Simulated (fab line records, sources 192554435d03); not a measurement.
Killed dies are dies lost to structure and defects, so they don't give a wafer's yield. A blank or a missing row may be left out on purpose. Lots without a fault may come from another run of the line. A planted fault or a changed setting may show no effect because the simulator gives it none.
Chamber matching | flow n5_finfet | N5_BEOL_M10_VIA_ETCH_34 on rie_diel-05: 4 sister chambers
The step etches SiCOH lowk in C4F6/O2, target depth 184.5 nm, time 69.2 s. 8 wafers are shown with their chamber, then 8 later ones without.

WAFERS WITH THEIR CHAMBER
wafer  | chamber | rf_vpp_V (V) | showerhead_plenum_p_Torr (Torr)
L077.1 | 1       | 691          | 2.96
L085.2 | 2       | 685          | 2.94
L085.3 | 0       | 666          | 2.81
L085.4 | 3       | 666          | 2.98
L089.1 | 3       | 666          | 2.97
L089.2 | 0       | 667          | 2.81
L089.3 | 1       | 692          | 2.95
L094.2 | 2       | 683          | 2.94

WAFERS WITHOUT THEIR CHAMBER
wafer  | rf_vpp_V (V) | showerhead_plenum_p_Torr (Torr)
L094.5 | 690          | 2.95
L094.6 | 668          | 2.81
L096.4 | 691          | 2.95
L096.5 | 665          | 2.97
L096.6 | 684          | 2.93
L097.1 | 666          | 2.80
L097.2 | 681          | 2.93
L097.6 | 666          | 2.97

WHICH CHAMBER EACH WENT THROUGH
wafer  | from the rows above | in truth
L094.5 | 1                   | 1
L094.6 | 0                   | 0
L096.4 | 1                   | 1
L096.5 | 3                   | 3
L096.6 | 2                   | 2
L097.1 | 0                   | 0
L097.2 | 2                   | 2
L097.6 | 3                   | 3
Placed correctly: 8 of 8. Can't be placed from these rows: 0. Placed wrongly: 0.
How it was worked out, from the rows above alone: a wafer's distance from a chamber is the root of the sum, over the readings, of the square of ((its reading less the chamber's mean) divided by the reading's scatter). The wafer belongs to the nearest chamber; if the next one is less than 2 further off, it can't be placed. A chamber's mean is the mean of its shown wafers. The scatter: the root of (the sum of the squares of (reading less its chamber's mean) over the shown wafers, divided by (wafers less chambers)).
